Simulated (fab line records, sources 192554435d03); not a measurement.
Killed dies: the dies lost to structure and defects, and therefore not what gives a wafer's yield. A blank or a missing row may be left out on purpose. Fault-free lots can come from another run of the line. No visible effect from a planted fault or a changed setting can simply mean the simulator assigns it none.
Matching of chambers	flow n5 finfet	cmp-04 running N5_GATE_CUT_CMP_43: 4 sister chambers
The step polishes SiO2. 16 wafers are shown with their chamber, then 8 later ones without.

== EACH WAFER AND ITS CHAMBER ==
wafer	chamber	motor current A (A)
L077.2	1	12.5
L077.3	0	13.8
L077.6	3	14.6
L078.1	2	12.8
L078.2	3	15.1
L078.5	0	13.3
L079.1	2	13.0
L079.5	3	14.7
L079.6	0	13.6
L083.4	2	12.8
L083.5	1	12.5
L083.6	2	13.1
L087.1	2	13.4
L087.3	0	14.2
L087.6	2	13.8
L088.1	1	12.1

SIGNATURES, as means of the wafers listed above
reading	chamber 0	chamber 1	chamber 2	chamber 3	scatter within a chamber
motor current A	13.725	12.367	13.150	14.800	0.345
Rule: a wafer's distance from a chamber is the root of the sum, over the readings, of the square of ((its reading less the chamber's mean) divided by the reading's scatter). The wafer belongs to the nearest chamber; if the next one is less than 2 further off, it can't be placed. The scatter: the root of (the sum of the squares of (reading less its chamber's mean) over the shown wafers, divided by (wafers less chambers)).

== WAFERS WHOSE CHAMBER IS MISSING ==
wafer	motor current A (A)
L088.5	14.0
L088.6	12.9
L092.2	12.3
L092.3	14.4
L092.4	11.9
L097.1	12.2
L097.3	14.2
L097.4	13.9

== WHICH CHAMBER EACH ONE RAN IN ==
wafer	from the rows above	in truth
L088.5	can't be placed: 0 or 3 or 2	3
L088.6	can't be placed: 2 or 1 or 0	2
L092.2	1	1
L092.3	can't be placed: 3 or 0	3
L092.4	1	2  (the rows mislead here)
L097.1	1	1
L097.3	can't be placed: 0 or 3 or 2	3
L097.4	can't be placed: 0 or 2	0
Correctly placed: 2 of 8. Not placeable from these rows: 5 (in 5, the candidates include the true chamber). Number placed wrongly: 1.
